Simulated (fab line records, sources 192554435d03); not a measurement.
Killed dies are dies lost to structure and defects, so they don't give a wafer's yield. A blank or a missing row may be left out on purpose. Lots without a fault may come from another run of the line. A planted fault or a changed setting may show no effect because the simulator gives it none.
Chamber matching | flow n5_finfet | N5_BEOL_M5_CURE_80 on uv_cure-01: 3 sister chambers
The step cures SiCOH lowk, time 120 s. 30 wafers are shown with their chamber, then 12 later ones without.

WAFERS WITH THEIR CHAMBER
wafer  | chamber | lamp_power_pct (%) | wafer_temp_C_max
L077.2 | 1       | 52.45              | 371.4
L077.3 | 1       | 52.35              | 371.2
L077.5 | 1       | 52.24              | 370.9
L078.2 | 0       | 52.33              | 371.1
L078.3 | 0       | 52.34              | 371.0
L078.4 | 0       | 52.23              | 371.4
L081.3 | 2       | 52.31              | 371.0
L081.4 | 2       | 52.26              | 371.0
L081.6 | 2       | 52.27              | 371.3
L082.1 | 1       | 52.39              | 370.9
L082.2 | 1       | 52.32              | 371.1
L082.3 | 1       | 52.34              | 371.2
L082.4 | 1       | 52.30              | 371.0
L082.5 | 1       | 52.39              | 370.9
L082.6 | 1       | 52.32              | 371.2
L083.2 | 2       | 52.29              | 371.5
L083.4 | 2       | 52.26              | 371.8
L083.5 | 2       | 52.25              | 371.6
L086.1 | 2       | 52.32              | 371.3
L086.5 | 2       | 52.25              | 371.2
L086.6 | 2       | 52.31              | 371.3
L085.2 | 0       | 52.29              | 371.3
L085.3 | 0       | 52.22              | 371.2
L085.4 | 0       | 52.33              | 371.4
L088.1 | 2       | 52.33              | 371.2
L088.3 | 2       | 52.35              | 371.4
L088.5 | 2       | 52.29              | 370.8
L090.2 | 2       | 52.34              | 371.5
L090.3 | 2       | 52.31              | 371.2
L090.4 | 2       | 52.34              | 371.2

SIGNATURES (means of the wafers above)
reading          | chamber 0 | chamber 1 | chamber 2 | scatter within a chamber
lamp_power_pct   | 52.2900   | 52.3444   | 52.2987   | 0.0472
wafer_temp_C_max | 371.233   | 371.089   | 371.287   | 0.218
Rule: a wafer's distance from a chamber is the root of the sum, over the readings, of the square of ((its reading less the chamber's mean) divided by the reading's scatter). The wafer belongs to the nearest chamber; if the next one is less than 2 further off, it can't be placed. The scatter: the root of (the sum of the squares of (reading less its chamber's mean) over the shown wafers, divided by (wafers less chambers)).

WAFERS WITHOUT THEIR CHAMBER
wafer  | lamp_power_pct (%) | wafer_temp_C_max
L093.1 | 52.27              | 371.5
L093.2 | 52.32              | 371.4
L093.5 | 52.31              | 371.6
L097.2 | 52.36              | 371.0
L097.3 | 52.28              | 371.2
L097.5 | 52.34              | 371.2
L095.1 | 52.33              | 371.2
L095.3 | 52.39              | 371.3
L095.5 | 52.20              | 371.6
L096.1 | 52.31              | 371.0
L096.3 | 52.24              | 371.0
L096.5 | 52.38              | 371.2

WHICH CHAMBER EACH WENT THROUGH
wafer  | from the rows above          | in truth
L093.1 | can't be placed: 2 or 0 or 1 | 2
L093.2 | can't be placed: 2 or 0 or 1 | 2
L093.5 | can't be placed: 2 or 0 or 1 | 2
L097.2 | can't be placed: 1 or 0 or 2 | 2
L097.3 | can't be placed: 0 or 2 or 1 | 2
L097.5 | can't be placed: 1 or 2 or 0 | 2
L095.1 | can't be placed: 1 or 2 or 0 | 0
L095.3 | can't be placed: 1 or 2 or 0 | 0
L095.5 | can't be placed: 2 or 0 or 1 | 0
L096.1 | can't be placed: 1 or 0 or 2 | 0
L096.3 | can't be placed: 0 or 2 or 1 | 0
L096.5 | can't be placed: 1 or 2 or 0 | 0
Placed correctly: 0 of 12. Can't be placed from these rows: 12 (the true chamber is among the candidates in 12). Placed wrongly: 0.
